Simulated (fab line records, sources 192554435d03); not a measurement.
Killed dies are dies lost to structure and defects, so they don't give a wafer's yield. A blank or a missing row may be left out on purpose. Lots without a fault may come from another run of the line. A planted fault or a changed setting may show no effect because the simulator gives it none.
Chamber matching | flow n5_finfet | N5_BEOL_M10_ILD_DEP_00 on pecvd-01: 3 sister chambers
The step deposits SiCOH lowk from DEMS/porogen, target thk 308.51 nm, time 58 s. 14 wafers are shown with their chamber, then 6 later ones without.

WAFERS WITH THEIR CHAMBER
wafer  | chamber | showerhead_vpp_V (V) | showerhead_plenum_p_Torr (Torr) | throttle_valve_pct (%)
L361.1 | 1       | 1369                 | 5.784                           | 13.1
L361.2 | 2       | 1275                 | 5.750                           | 13.8
L361.4 | 1       | 1411                 | 5.759                           | 13.2
L362.2 | 1       | 1386                 | 5.760                           | 13.1
L362.3 | 0       | 1276                 | 5.763                           | 13.1
L364.1 | 0       | 1260                 | 5.757                           | 13.3
L364.4 | 1       | 1379                 | 5.766                           | 13.7
L364.5 | 0       | 1288                 | 5.757                           | 13.7
L375.2 | 1       | 1405                 | 5.771                           | 13.1
L375.4 | 0       | 1285                 | 5.756                           | 13.6
L375.6 | 1       | 1397                 | 5.765                           | 13.2
L381.2 | 2       | 1292                 | 5.752                           | 13.6
L381.4 | 0       | 1279                 | 5.751                           | 13.2
L380.3 | 0       | 1276                 | 5.774                           | 13.3

SIGNATURES (means of the wafers above)
reading                  | chamber 0 | chamber 1 | chamber 2 | scatter within a chamber
showerhead_vpp_V         | 1277.33   | 1391.17   | 1283.50   | 13.2
showerhead_plenum_p_Torr | 5.75967   | 5.76750   | 5.75100   | 0.00822
throttle_valve_pct       | 13.367    | 13.233    | 13.700    | 0.227
Rule: a wafer's distance from a chamber is the root of the sum, over the readings, of the square of ((its reading less the chamber's mean) divided by the reading's scatter). The wafer belongs to the nearest chamber; if the next one is less than 2 further off, it can't be placed. The scatter: the root of (the sum of the squares of (reading less its chamber's mean) over the shown wafers, divided by (wafers less chambers)).

WAFERS WITHOUT THEIR CHAMBER
wafer  | showerhead_vpp_V (V) | showerhead_plenum_p_Torr (Torr) | throttle_valve_pct (%)
L380.5 | 1270                 | 5.757                           | 13.1
L383.2 | 1389                 | 5.761                           | 13.1
L383.4 | 1399                 | 5.738                           | 13.1
L382.4 | 1368                 | 5.768                           | 13.2
L382.5 | 1286                 | 5.746                           | 13.8
L382.6 | 1266                 | 5.763                           | 13.3

WHICH CHAMBER EACH WENT THROUGH
wafer  | from the rows above     | in truth
L380.5 | can't be placed: 0 or 2 | 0
L383.2 | 1                       | 1
L383.4 | 1                       | 1
L382.4 | 1                       | 1
L382.5 | can't be placed: 2 or 0 | 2
L382.6 | can't be placed: 0 or 2 | 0
Placed correctly: 3 of 6. Can't be placed from these rows: 3 (the true chamber is among the candidates in 3). Placed wrongly: 0.
